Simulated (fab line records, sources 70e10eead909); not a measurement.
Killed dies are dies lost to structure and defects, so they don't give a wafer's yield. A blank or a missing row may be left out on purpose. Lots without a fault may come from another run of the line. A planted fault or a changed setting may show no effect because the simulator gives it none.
A struck lot beside a sound one | flow nand_harc | 15 steps out of a route of 1159
Sound: wafers L755.2, L755.4, L755.5. Struck: wafer L752.6. (L752.1, L752.5 of the same lot were not struck and are left out.) The cause comes at the end.
At each step with rows: each side's tool, then ch and its chambers, then its first start. Under that, the readings that differ: sound wafers | struck wafers | difference of the means | sigmas: that difference in standard deviations of wafers without a fault.
alike: readings whose means differ by less than 2 such deviations, and words and numbers that are the same on both sides. not compared: withheld readings, readings that some wafer has no value for, bounds like >300 that may hide the same value, and numbers for which the record gives no deviation and whose values overlap.
The two part at a step that has a row with sigmas, a row that says differs or no value, or rows on one side only. Numbers that don't overlap but have no deviation are shown without sigmas and don't part them. A reading that every wafer of one side lacks parts them only if that side has two wafers or more.

first, 8 steps without rows for these wafers: NHARC_P_ZERO_WELL_HMDS_04 (time 30 s); NHARC_P_ZERO_WELL_COAT_64 (time 65 s); NHARC_P_ZERO_WELL_COAT_05 (resist thk 600 nm); NHARC_P_ZERO_WELL_SOFTBAKE_06 (time 70 s); NHARC_P_ZERO_WELL_EBR_07; NHARC_P_ZERO_WELL_EXPOSE_08 (exposes mask P ZERO, target cd 500 nm); NHARC_P_ZERO_WELL_PEB_09 (peb time 80 s); NHARC_P_ZERO_WELL_DEVELOP_10 (time 50 s).
NHARC_P_ZERO_WELL_CD_MEAS_11: target cd 500 nm.
  sound on cd_sem-03 ch 0, day 4 13:07; struck on cd_sem-01 ch 0, day 3 19:14
  alike: cd_nm
then, 1 step without rows for these wafers: NHARC_P_ZERO_WELL_HARDBAKE_12 (time 65 s).
NHARC_P_ZERO_WELL_DESCUM_13: chemistry O2, time 3 s.
  sound on rie_diel-05 ch 1,2,3, day 4 13:17; struck on rie_diel-10 ch 1, day 3 19:25
  alike: drypump_motor_current_A, oes_product_au, rf_vpp_V, showerhead_plenum_p_Torr, throttle_valve_pct
  not compared: rf_hours_counter_h
NHARC_P_ZERO_WELL_ETCH_65: etches the open film in N2/H2, target depth 80 nm, overetch 24 nm, time 87.88 s.
  sound on rie_diel-05 ch 0,2, day 4 13:22; struck on rie_diel-10 ch 1, day 3 19:30
  reading                | sound                | struck | difference | sigmas
  bias_w (W)             | 150.4 149.6 149.9    | 149.0  | -1.0       | -2
  throttle_valve_pct (%) | 14.176 14.169 14.175 | 14.149 | -0.024     | -3
  alike: drypump_motor_current_A, n2_flow_sccm, oes_product_au, rf_vpp_V, showerhead_plenum_p_Torr
  not compared: rf_hours_counter_h
NHARC_P_ZERO_WELL_ETCH_62: etches the open film in CHF3/Ar, target depth 13 nm, time 6.5 s.
  sound on rie_diel-05 ch 1,2,3, day 4 13:27; struck on rie_diel-10 ch 1, day 3 19:35
  reading               | sound             | struck | difference | sigmas
  bias_w (W)            | 199.1 199.2 199.9 | 200.8  | +1.4       | +2
  oes_product_au (a.u.) | 0.959 0.971 0.981 | 1.344  | +0.374     | +21
  alike: drypump_motor_current_A, rf_vpp_V, showerhead_plenum_p_Torr, throttle_valve_pct
  not compared: rf_hours_counter_h
NHARC_P_ZERO_WELL_ETCH_63: etches the open film in HBr/Cl2, target depth 120 nm, time 40.1 s.
  sound on rie_si-04 ch 0,2, day 4 13:32; struck on rie_si-04 ch 3, day 3 19:40
  reading    | sound           | struck | difference | sigmas
  bias_w (W) | 99.5 100.1 99.7 | 100.4  | +0.6       | +2
  alike: drypump_motor_current_A, hbr_flow_sccm, mfc_cl2_sccm, oes_product_au, throttle_valve_pct
  not compared: rf_hours_counter_h
NHARC_END_SORT_01:
  the record has rows for the sound wafers here (prober-01 ch 0, day 22 14:19) and none for the struck ones

WHERE THEY PART
First at NHARC_P_ZERO_WELL_ETCH_65; last, within this record, at NHARC_END_SORT_01.

WHY: what the simulator had put in
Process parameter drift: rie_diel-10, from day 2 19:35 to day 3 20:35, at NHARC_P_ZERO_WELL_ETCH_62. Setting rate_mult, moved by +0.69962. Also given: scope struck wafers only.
